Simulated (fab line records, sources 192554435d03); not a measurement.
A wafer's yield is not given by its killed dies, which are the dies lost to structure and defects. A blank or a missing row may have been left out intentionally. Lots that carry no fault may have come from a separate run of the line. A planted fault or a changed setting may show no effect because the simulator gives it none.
Split-lot experiment | flow n5_finfet | 7 lots, 21 wafers read, on a route of 1938 steps

== SPLIT DETAILS ==
At N5_BEOL_M7_TRENCH_ETCH_37 (etches SiCOH lowk in C4F6/O2, target depth 93.478 nm, time 31.2 s), the setting time_s was moved away from the recipe's 31.2 s on 6 of the 21 wafers read, by -8.1% to +10.3%. The other wafers ran this setting at the recipe's value.

== FROM THE SPLIT TO THE READING: what the file shows between them, 11 steps ==
- N5_BEOL_M7_ETCH_41: etches SiCN in CH3F/O2, target depth 31.9 nm, time 57.8 s
- N5_BEOL_M7_STRIP_80: strips in N2/H2, time 10 s
- N5_BEOL_M7_OCD_MEAS_38
- N5_BEOL_M7_HM_STRIP_39: strips TiN in peroxide tin strip, target depth 25 nm, time 158 s
- N5_BEOL_M7_SRD_40: time 30 s
- N5_BEOL_M7_ECD_50: material Cu, target thk 300 nm
- N5_BEOL_M7_ANNEAL_51: time 90 s
- N5_BEOL_M7_CMP_52: polishes, stops on SiCOH lowk, t overpolish 6.9 s, target thk 80 nm
- N5_BEOL_M7_THK_MEAS_53: measures by xrf
- N5_BEOL_M7_PRE_CLEAN_55: time 15 s
- N5_BEOL_M7_DEP_56: deposits SiCN from 3MS/NH3, target thk 10 nm, time 17.5 s

== THE READING ==
At N5_BEOL_M7_RS_MEAS_57, a four-point-probe measurement gives M7_RS in ohm/sq. On this fab line, fault-free wafers typically give 0.287 ohm/sq with a standard deviation of 0.0096 ohm/sq.

wafer  | tool, chamber at the split | time_s as run, s | against the recipe | M7_RS, ohm/sq | against lot-mates on the recipe
L074.2 | rie_diel-06, 3             | 31.2             | recipe             | 0.293         | -
L074.3 | rie_diel-06, 2             | 34.4             | +10.3%             | 0.246         | -0.047
L074.5 | rie_diel-06, 0             | 34.4             | +10.3%             | 0.249         | -0.044
L078.2 | rie_diel-06, 2,0           | 31.2             | recipe             | 0.294         | -
L078.4 | rie_diel-06, 2,0           | 31.2             | recipe             | 0.295         | -
L078.5 | rie_diel-06, 2             | 31.2             | recipe             | 0.298         | -
L082.1 | rie_diel-03, 2             | 31.2             | recipe             | 0.277         | -
L082.3 | rie_diel-03, 0             | 31.2             | recipe             | 0.272         | -
L082.5 | rie_diel-03, 0             | 31.2             | recipe             | 0.281         | -
L088.3 | rie_diel-06, 3             | 31.2             | recipe             | 0.282         | -
L088.4 | rie_diel-06, 0             | 31.2             | recipe             | 0.286         | -
L088.6 | rie_diel-06, 3             | 31.2             | recipe             | 0.281         | -
L094.1 | rie_diel-03, 2             | 31.2             | recipe             | 0.264         | -
L094.5 | rie_diel-03, 0             | 31.2             | recipe             | 0.276         | -
L094.6 | rie_diel-03, 3             | 31.2             | recipe             | 0.282         | -
L095.1 | rie_diel-03, 3             | 34.04            | +9.1%              | 0.257         | -0.021
L095.2 | rie_diel-03, 2             | 31.2             | recipe             | 0.278         | -
L095.4 | rie_diel-03, 2             | 34.04            | +9.1%              | 0.238         | -0.040
L096.4 | rie_diel-06, 2             | 28.68            | -8.1%              | 0.329         | +0.023
L096.5 | rie_diel-06, 3             | 28.68            | -8.1%              | 0.333         | +0.027
L096.6 | rie_diel-06, 0             | 31.2             | recipe             | 0.306         | -
If several chambers appear in one row, that row covers several wafers at once and the file leaves open which wafer was in which chamber.

THE FIT
A straight line over all 21 wafers: M7_RS changes by -0.0044 ohm/sq for each +1% of time_s; r = -0.90; the points scatter about the line by 0.011 ohm/sq.
The same after taking each lot's own level away (the mean of its wafers on the recipe; 21 wafers): -0.0037 ohm/sq for each +1%; r = -0.96; scatter 0.0056 ohm/sq.
According to that fit, moving time_s by its largest amount changes the reading by 0.038 ohm/sq.
The span of the lots' own levels, 0.2740 to 0.3060 ohm/sq, comes to 3.3 times the standard deviation stated above.
So the lot-to-lot level changes the slope: the two fits differ.
Check: with one of the wafers moved furthest among these (+10.3%) left out of the fit, the line predicts -0.0364 ohm/sq for it against its lot-mates. It came out at -0.047 ohm/sq against them.

== OTHER SPLITS APPLIED TO THESE WAFERS ==
Before the reading, these wafers also passed through other splits. Each is held against what the fit with the lots' levels taken away leaves over:
other split on the same wafers             | wafers away from the commonest value | r with M7_RS (lot level and that fit taken away)
N5_BEOL_M5_COAT_74 spin_rpm                | 5                                    | +0.30
N5_BEOL_M5_EXPOSE_25 dose_mj               | 4                                    | +0.00
N5_BEOL_M6_TRENCH_ETCH_37 time_s           | 6                                    | +0.00
N5_BEOL_M6_ALD_77 co_reactant_pulse_time_s | 8                                    | -0.19
N5_BEOL_M7_DESCUM_33 time_s                | 8                                    | +0.45

== THE WHOLE CHAIN: every reading that the file lists as answering this split, in the file's order ==
step                      | what it does                                                        | reading                                                                      | change (the file's fit)               | r (the file's)
N5_BEOL_M7_TRENCH_ETCH_37 | etches SiCOH lowk in C4F6/O2, target depth 93.478 nm, time 31.2 s   | etch.depth_nm (the simulator's own value, which no gauge read)               | +0.966 nm for each +1% of the setting | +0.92
N5_BEOL_M7_TRENCH_ETCH_37 | etches SiCOH lowk in C4F6/O2, target depth 93.478 nm, time 31.2 s   | BEOL_M7.feature_depth_nm (the simulator's own value, which no gauge read)    | +0.97 nm for each +1% of the setting  | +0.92
N5_BEOL_M7_OCD_MEAS_38    |                                                                     | trench_depth_nm                                                              | +0.941 nm for each +1% of the setting | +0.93
N5_BEOL_M7_CMP_52         | polishes, stops on SiCOH lowk, t overpolish 6.9 s, target thk 80 nm | Cu_of_BEOL_M7_ECD_50.thk_nm (the simulator's own value, which no gauge read) | +0.949 nm for each +1% of the setting | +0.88
N5_BEOL_M7_THK_MEAS_53    | measures by xrf                                                     | M7_THK                                                                       | +0.958 for each +1% of the setting    | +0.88
N5_BEOL_M7_RS_MEAS_57     | measures by four-point-probe                                        | M7_RS                                                                        | -0.00373 for each +1% of the setting  | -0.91

== THE FILE'S OWN FIT ==
M7_RS changes by -0.00373 ohm/sq for each +1% of time_s, r = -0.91.
